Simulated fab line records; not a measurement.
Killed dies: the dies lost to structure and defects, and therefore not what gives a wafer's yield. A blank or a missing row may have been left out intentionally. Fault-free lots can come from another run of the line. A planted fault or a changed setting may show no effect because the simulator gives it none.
Split-lot trial	flow n5 finfet	7 lots, 21 wafers read, on a route of 1938 steps

## THE SPLIT ITSELF
At N5_SDB_CUT_ETCH_26 (etches Si in HBr/Cl2/O2, target depth 129.6 nm, bt time 20 s, time 51.8 s), the setting icp w was moved away from the recipe's 800 W on 6 of the 21 wafers read, by -12.0% to +15.5%. The other wafers ran this setting at the recipe's value.

Reading taken at the split's own step.

## THE READING
SDB.feature depth nm (the simulator's own value, which no gauge read), in nm, at N5_SDB_CUT_ETCH_26 (etches Si in HBr/Cl2/O2, target depth 129.6 nm, bt time 20 s, time 51.8 s). No usual value for it is given in the file. Here, 15 wafers ran the recipe; their average is 129.3 nm with a standard deviation of 1.6 nm.

wafer	tool, chamber at the split	icp w as run, W	against the recipe	SDB.feature depth nm, nm	against lot-mates on the recipe
L075.1	rie si-06, 0	923.8	+15.5%	139	+10.9
L075.2	rie si-06, 2	800	recipe	127.8	-
L075.3	rie si-06, 1	800	recipe	128.4	-
L076.2	rie si-06, 3	800	recipe	129.6	-
L076.3	rie si-06, 2	704.2	-12.0%	121	-8.6
L076.6	rie si-06, 3	704.2	-12.0%	122	-7.6
L077.1	rie si-06, 3	800	recipe	128.6	-
L077.5	rie si-06, 0	800	recipe	129.2	-
L077.6	rie si-06, 1	759.5	-5.1%	125.2	-3.7
L080.1	rie si-03, 1	800	recipe	130	-
L080.3	rie si-03, 3	800	recipe	129.4	-
L080.6	rie si-03, 0	800	recipe	130.6	-
L081.4	rie si-01, 2	800	recipe	132.4	-
L081.5	rie si-01, 0	800	recipe	131	-
L081.6	rie si-01, 1	800	recipe	129.4	-
L084.1	rie si-03, 0	800	recipe	131	-
L084.5	rie si-03, 3	800	recipe	128	-
L084.6	rie si-03, 2	800	recipe	126.2	-
L092.2	rie si-03, 1	711.6	-11.0%	122.6	-4.8
L092.3	rie si-03, 2	711.6	-11.0%	120	-7.4
L092.4	rie si-03, 3	800	recipe	127.4	-

THE FIT
A straight line over all 21 wafers: SDB.feature depth nm changes by +0.665 nm for each +1% of icp w; r = +0.94; the points scatter about the line by 1.5 nm.
The same after taking each lot's own level away (the mean of its wafers on the recipe; 21 wafers): +0.653 nm for each +1%; r = +0.96; scatter 1.1 nm.
According to that fit, moving icp w by its largest amount changes the reading by 10 nm.
The lots' own levels span 127.40 to 130.93 nm, that is 2.3 times the standard deviation above.
Hence the lot-to-lot level has little effect on the slope; both slopes agree.
Check: +9.63 nm against its lot-mates is what the line predicts for one of the wafers moved furthest among these (+15.5%) when that wafer is left out of the fit. Against them it came out at +10.9 nm.

## THE OTHER SPLITS THESE WAFERS WENT THROUGH
Other splits were also applied to these wafers ahead of the reading. Each is held against what the fit with the lots' levels taken away leaves over:
other split on the same wafers	wafers away from the commonest value	r with SDB.feature depth nm (lot level and that fit taken away)
N5_SD_EPI_N_PEB_07 peb temp c	6	+0.24
N5_SD_EPI_P_EPI_21 temp c	8	-0.44

## THE WHOLE CHAIN: every reading that the file lists as answering this split, in the file's order
step	what it does	reading	change (the file's fit)	r (the file's)
N5_SDB_CUT_ETCH_26	etches Si in HBr/Cl2/O2, target depth 129.6 nm, bt time 20 s, time 51.8 s	etch.depth nm (the simulator's own value, which no gauge read)	+0.662 nm for each +1% of the setting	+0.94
N5_SDB_CUT_ETCH_26	etches Si in HBr/Cl2/O2, target depth 129.6 nm, bt time 20 s, time 51.8 s	SDB.feature depth nm (the simulator's own value, which no gauge read)	+0.663 nm for each +1% of the setting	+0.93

## FILE'S OWN FIT
SDB.feature depth nm changes by +0.663 nm for each +1% of icp w, r = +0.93.
